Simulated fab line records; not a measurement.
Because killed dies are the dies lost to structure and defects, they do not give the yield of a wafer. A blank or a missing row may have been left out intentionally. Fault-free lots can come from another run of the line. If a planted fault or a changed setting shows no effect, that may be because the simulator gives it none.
Matching of chambers ; flow n5_finfet ; 4 sister chambers for N5_GATE_CUT_HM_OPEN_40 on rie_diel-04
The step chemistry C4F6/O2, target SiO2, target depth 139 nm, time 85.1 s. 24 wafers are shown with their chamber, then 12 later ones without.

WAFERS WITH THEIR CHAMBER
wafer;chamber;drypump_motor_current_A (A);rf_vpp_V (V);showerhead_plenum_p_Torr (Torr)
L077.1;1;6.5;709;2.84
L077.3;2;6.1;665;2.95
L077.5;2;6.1;665;2.95
L078.2;2;6.1;666;2.95
L078.4;3;5.3;675;2.97
L078.5;2;6.1;665;2.95
L079.3;1;6.5;708;2.84
L079.4;3;5.2;674;2.97
L079.6;3;5.3;674;2.97
L082.2;3;5.3;674;2.97
L082.4;1;6.5;707;2.83
L082.6;2;6.1;666;2.95
L084.1;1;6.5;707;2.83
L084.3;0;5.6;652;2.80
L084.4;3;5.3;674;2.97
L086.1;2;6.1;666;2.94
L086.2;1;6.5;709;2.83
L086.5;2;6.1;666;2.94
L088.2;3;5.3;675;2.96
L088.3;0;5.6;650;2.80
L088.5;2;6.1;665;2.94
L090.1;3;5.3;673;2.96
L090.5;1;6.5;708;2.83
L090.6;2;6.1;666;2.94

SIGNATURES (averages over the wafers above)
reading;chamber 0;chamber 1;chamber 2;chamber 3;scatter within a chamber
drypump_motor_current_A;5.600;6.500;6.100;5.286;0.0207
rf_vpp_V;651.00;708.00;665.56;674.14;0.744
showerhead_plenum_p_Torr;2.8000;2.8333;2.9456;2.9671;0.00499
Rule: for each reading, subtract the chamber's mean from the wafer's reading, divide by that reading's scatter and square the result; add these up over the readings and take the root, which gives the wafer's distance from the chamber. The wafer belongs to the nearest chamber; if the next one is less than 2 further off, it can't be placed. The scatter: take each reading less its chamber's mean, square it, sum over the shown wafers, divide by the number of wafers less the number of chambers, and take the root.

WAFERS MISSING THEIR CHAMBER
wafer;drypump_motor_current_A (A);rf_vpp_V (V);showerhead_plenum_p_Torr (Torr)
L093.3;5.3;674;2.96
L093.4;6.5;708;2.83
L093.5;5.3;673;2.96
L094.4;5.3;676;2.96
L094.5;6.1;666;2.94
L094.6;6.5;707;2.82
L095.1;5.3;674;2.96
L095.5;5.3;673;2.96
L095.6;6.1;666;2.94
L097.1;5.6;651;2.79
L097.4;5.3;675;2.96
L097.5;5.3;674;2.96

WHICH CHAMBER EACH WENT THROUGH
wafer;from the rows above;in truth
L093.3;3;3
L093.4;1;1
L093.5;3;3
L094.4;3;3
L094.5;2;2
L094.6;1;1
L095.1;3;3
L095.5;3;3
L095.6;2;2
L097.1;0;0
L097.4;3;3
L097.5;3;3
Placed correctly: 12 of 12. Not placeable from these rows: 0. Wrongly placed: 0.
